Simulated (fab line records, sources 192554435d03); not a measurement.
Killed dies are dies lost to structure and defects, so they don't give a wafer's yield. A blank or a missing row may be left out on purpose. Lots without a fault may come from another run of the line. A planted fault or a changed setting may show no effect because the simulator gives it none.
Split-lot experiment | flow n5_finfet | 7 lots, 39 wafers read, on a route of 1938 steps

THE SPLIT
At N5_HKMG_FIN_ETCH_58 (etches SOC in N2/H2, target depth 215.8 nm, time 741 s), the setting target_depth_a was moved away from the recipe's 2158 angstrom on 18 of the 39 wafers read, by -8.7% to +10.7%. The other wafers ran this setting at the recipe's value.

The reading is taken at the split's own step.

THE READING
HKMG_FIN.feature_depth_nm (the simulator's own value, which no gauge read), in nm, at N5_HKMG_FIN_ETCH_58 (etches SOC in N2/H2, target depth 215.8 nm, time 741 s). The file gives no usual value for it. The 21 wafers here that ran the recipe average 214.2 nm, standard deviation 4.8 nm.

wafer  | tool, chamber at the split | target_depth_a as run, angstrom | against the recipe | HKMG_FIN.feature_depth_nm, nm | against lot-mates on the recipe
L074.1 | rie_diel-01, 3             | 2158                            | recipe             | 218                           | -
L074.2 | rie_diel-01, 1             | 2158                            | recipe             | 213.2                         | -
L074.3 | rie_diel-01, 0             | 2086                            | -3.3%              | 208.2                         | -7.0
L074.4 | rie_diel-01, 2             | 2086                            | -3.3%              | 205                           | -10.2
L074.5 | rie_diel-01, 3             | 2086                            | -3.3%              | 211.2                         | -4.0
L074.6 | rie_diel-01, 0             | 2158                            | recipe             | 214.4                         | -
L076.2 | rie_diel-04, 0             | 2158                            | recipe             | 217.8                         | -
L076.4 | rie_diel-04, 2             | 2158                            | recipe             | 206.4                         | -
L076.6 | rie_diel-04, 0             | 2158                            | recipe             | 218.4                         | -
L083.1 | rie_diel-01, 0             | 2158                            | recipe             | 215.2                         | -
L083.2 | rie_diel-01, 2             | 2307                            | +6.9%              | 221.6                         | +5.7
L083.3 | rie_diel-01, 1             | 2307                            | +6.9%              | 229                           | +13.1
L083.4 | rie_diel-01, 3             | 2158                            | recipe             | 219                           | -
L083.5 | rie_diel-01, 0             | 2158                            | recipe             | 213.6                         | -
L083.6 | rie_diel-01, 1             | 2307                            | +6.9%              | 227.2                         | +11.3
L085.1 | rie_diel-04, 2             | 2389                            | +10.7%             | 234.4                         | +15.7
L085.2 | rie_diel-04, 3             | 2158                            | recipe             | 220                           | -
L085.3 | rie_diel-04, 0             | 2389                            | +10.7%             | 245.8                         | +27.1
L085.4 | rie_diel-04, 1             | 2158                            | recipe             | 217.8                         | -
L085.5 | rie_diel-04, 3             | 2158                            | recipe             | 218.4                         | -
L085.6 | rie_diel-04, 0             | 2389                            | +10.7%             | 245.4                         | +26.7
L089.1 | rie_diel-05, 1             | 1970                            | -8.7%              | 189.8                         | -20.5
L089.2 | rie_diel-05, 2             | 1970                            | -8.7%              | 193.8                         | -16.5
L089.3 | rie_diel-05, 0             | 2158                            | recipe             | 212.6                         | -
L089.4 | rie_diel-05, 3             | 1970                            | -8.7%              | 196.4                         | -13.9
L089.5 | rie_diel-05, 1             | 2158                            | recipe             | 207.4                         | -
L089.6 | rie_diel-05, 2             | 2158                            | recipe             | 210.8                         | -
L090.1 | rie_diel-04, 0             | 2314                            | +7.2%              | 238.4                         | +21.3
L090.2 | rie_diel-04, 2             | 2314                            | +7.2%              | 226.8                         | +9.7
L090.3 | rie_diel-04, 3             | 2314                            | +7.2%              | 235                           | +17.9
L090.4 | rie_diel-04, 2             | 2158                            | recipe             | 212.6                         | -
L090.5 | rie_diel-04, 0             | 2158                            | recipe             | 221.6                         | -
L090.6 | rie_diel-04, 3             | 2158                            | recipe             | 217                           | -
L095.1 | rie_diel-05, 0             | 2330                            | +8.0%              | 228.8                         | +20.9
L095.2 | rie_diel-05, 1             | 2158                            | recipe             | 203.4                         | -
L095.3 | rie_diel-05, 2             | 2330                            | +8.0%              | 222.8                         | +14.9
L095.4 | rie_diel-05, 3             | 2158                            | recipe             | 208                           | -
L095.5 | rie_diel-05, 0             | 2158                            | recipe             | 212.2                         | -
L095.6 | rie_diel-05, 1             | 2330                            | +8.0%              | 222                           | +14.1

THE FIT
A straight line over all 39 wafers: HKMG_FIN.feature_depth_nm changes by +2.21 nm for each +1% of target_depth_a; r = +0.91; the points scatter about the line by 5.2 nm.
The same after taking each lot's own level away (the mean of its wafers on the recipe; 39 wafers): +2.02 nm for each +1%; r = +0.94; scatter 3.8 nm.
On that fit, the largest move of target_depth_a shifts the reading by 22 nm.
The lots' own levels span 207.87 to 218.73 nm, that is 2.3 times the standard deviation above.
So the lot-to-lot level changes the slope little: the two slopes agree.
Check: with one of the wafers moved furthest among these (+10.7%) left out of the fit, the line predicts +22.4 nm for it against its lot-mates. It came out at +15.7 nm against them.

OTHER SPLITS ON THESE WAFERS
These wafers also went through other splits before the reading. Each is held against what the fit with the lots' levels taken away leaves over:
other split on the same wafers    | wafers away from the commonest value | r with HKMG_FIN.feature_depth_nm (lot level and that fit taken away)
N5_DUMMY_GATE_CVD_03 target_thk_a | 18                                   | +0.05
N5_SD_EPI_N_EPI_21 temp_c         | 12                                   | +0.00
N5_SD_EPI_P_EPI_21 temp_c         | 15                                   | -0.13
N5_SD_ACTIVATION_LSA_01 temp_c    | 6                                    | -0.01

THE WHOLE CHAIN: every reading that the file lists as answering this split, in the file's order
step                | what it does                                           | reading                                                                         | change (the file's fit)              | r (the file's)
N5_HKMG_FIN_ETCH_58 | etches SOC in N2/H2, target depth 215.8 nm, time 741 s | SOC_of_HKMG_FIN_COAT_41.thk_nm (the simulator's own value, which no gauge read) | -2.05 nm for each +1% of the setting | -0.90
N5_HKMG_FIN_ETCH_58 | etches SOC in N2/H2, target depth 215.8 nm, time 741 s | etch.depth_nm (the simulator's own value, which no gauge read)                  | +2.03 nm for each +1% of the setting | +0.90
N5_HKMG_FIN_ETCH_58 | etches SOC in N2/H2, target depth 215.8 nm, time 741 s | HKMG_FIN.feature_depth_nm (the simulator's own value, which no gauge read)      | +2.02 nm for each +1% of the setting | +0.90

THE FILE'S OWN FIT
HKMG_FIN.feature_depth_nm changes by +2.02 nm for each +1% of target_depth_a, r = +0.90.
